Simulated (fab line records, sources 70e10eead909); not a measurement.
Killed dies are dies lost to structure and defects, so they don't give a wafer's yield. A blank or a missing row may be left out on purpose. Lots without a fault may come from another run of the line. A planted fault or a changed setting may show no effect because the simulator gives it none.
Chamber matching | flow nand_harc | NHARC_A_SLIT_DEP_23 on pecvd-02: 3 sister chambers
The step deposits SiON, target thk 100 nm. 22 wafers are shown with their chamber, then 11 later ones without.

WAFERS WITH THEIR CHAMBER
wafer  | chamber | heater_power_w (W)
L075.2 | 2       | 621
L075.3 | 0       | 817
L075.4 | 1       | 650
L079.1 | 1       | 610
L079.4 | 1       | 618
L079.6 | 2       | 654
L084.4 | 2       | 680
L084.5 | 1       | 582
L084.6 | 0       | 762
L082.1 | 1       | 661
L082.2 | 2       | 700
L082.5 | 1       | 653
L088.1 | 1       | 601
L088.4 | 1       | 619
L088.5 | 2       | 628
L087.1 | 0       | 769
L087.3 | 1       | 637
L087.5 | 2       | 595
L086.1 | 0       | 842
L086.2 | 2       | 686
L086.6 | 0       | 869
L092.1 | 1       | 659

SIGNATURES (means of the wafers above)
reading        | chamber 0 | chamber 1 | chamber 2 | scatter within a chamber
heater_power_w | 811.80    | 629.00    | 652.00    | 35.6
Rule: a wafer's distance from a chamber is the root of the sum, over the readings, of the square of ((its reading less the chamber's mean) divided by the reading's scatter). The wafer belongs to the nearest chamber; if the next one is less than 2 further off, it can't be placed. The scatter: the root of (the sum of the squares of (reading less its chamber's mean) over the shown wafers, divided by (wafers less chambers)).

WAFERS WITHOUT THEIR CHAMBER
wafer  | heater_power_w (W)
L092.2 | 660
L092.6 | 902
L091.1 | 568
L091.2 | 893
L091.3 | 612
L096.1 | 694
L096.2 | 867
L096.6 | 576
L093.1 | 861
L093.3 | 691
L093.6 | 676

WHICH CHAMBER EACH WENT THROUGH
wafer  | from the rows above     | in truth
L092.2 | can't be placed: 2 or 1 | 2
L092.6 | 0                       | 0
L091.1 | can't be placed: 1 or 2 | 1
L091.2 | 0                       | 0
L091.3 | can't be placed: 1 or 2 | 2
L096.1 | can't be placed: 2 or 1 | 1
L096.2 | 0                       | 0
L096.6 | can't be placed: 1 or 2 | 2
L093.1 | 0                       | 0
L093.3 | can't be placed: 2 or 1 | 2
L093.6 | can't be placed: 2 or 1 | 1
Placed correctly: 4 of 11. Can't be placed from these rows: 7 (the true chamber is among the candidates in 7). Placed wrongly: 0.
